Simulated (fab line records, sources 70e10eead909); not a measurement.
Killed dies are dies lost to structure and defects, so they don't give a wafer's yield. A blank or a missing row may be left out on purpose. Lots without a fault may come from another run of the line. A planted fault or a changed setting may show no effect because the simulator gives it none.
Chamber matching | flow nand_harc | NHARC_P_M1_DEP_33 on pecvd-03: 3 sister chambers
The step deposits SiCN, target thk 30 nm. 18 wafers are shown with their chamber, then 9 later ones without.

WAFERS WITH THEIR CHAMBER
wafer  | chamber | heater_power_w (W)
L075.1 | 2       | 596
L075.2 | 1       | 641
L075.5 | 0       | 455
L076.2 | 1       | 645
L076.3 | 2       | 524
L076.5 | 2       | 531
L077.3 | 1       | 673
L077.4 | 0       | 535
L077.5 | 1       | 662
L084.1 | 1       | 616
L084.3 | 0       | 537
L084.6 | 0       | 548
L085.1 | 0       | 552
L085.3 | 1       | 576
L085.6 | 0       | 541
L088.2 | 1       | 619
L088.3 | 0       | 460
L088.5 | 1       | 623

SIGNATURES (means of the wafers above)
reading        | chamber 0 | chamber 1 | chamber 2 | scatter within a chamber
heater_power_w | 518.29    | 631.88    | 550.33    | 36.7
Rule: a wafer's distance from a chamber is the root of the sum, over the readings, of the square of ((its reading less the chamber's mean) divided by the reading's scatter). The wafer belongs to the nearest chamber; if the next one is less than 2 further off, it can't be placed. The scatter: the root of (the sum of the squares of (reading less its chamber's mean) over the shown wafers, divided by (wafers less chambers)).

WAFERS WITHOUT THEIR CHAMBER
wafer  | heater_power_w (W)
L091.1 | 581
L091.3 | 561
L091.5 | 518
L094.1 | 626
L094.5 | 627
L094.6 | 632
L094.2 | 621
L094.3 | 642
L094.4 | 634

WHICH CHAMBER EACH WENT THROUGH
wafer  | from the rows above          | in truth
L091.1 | can't be placed: 2 or 1 or 0 | 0
L091.3 | can't be placed: 2 or 0 or 1 | 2
L091.5 | can't be placed: 0 or 2      | 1
L094.1 | can't be placed: 1 or 2      | 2
L094.5 | can't be placed: 1 or 2      | 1
L094.6 | 1                            | 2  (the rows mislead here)
L094.2 | can't be placed: 1 or 2      | 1
L094.3 | 1                            | 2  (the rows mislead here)
L094.4 | 1                            | 1
Placed correctly: 1 of 9. Can't be placed from these rows: 6 (the true chamber is among the candidates in 5). Placed wrongly: 2.
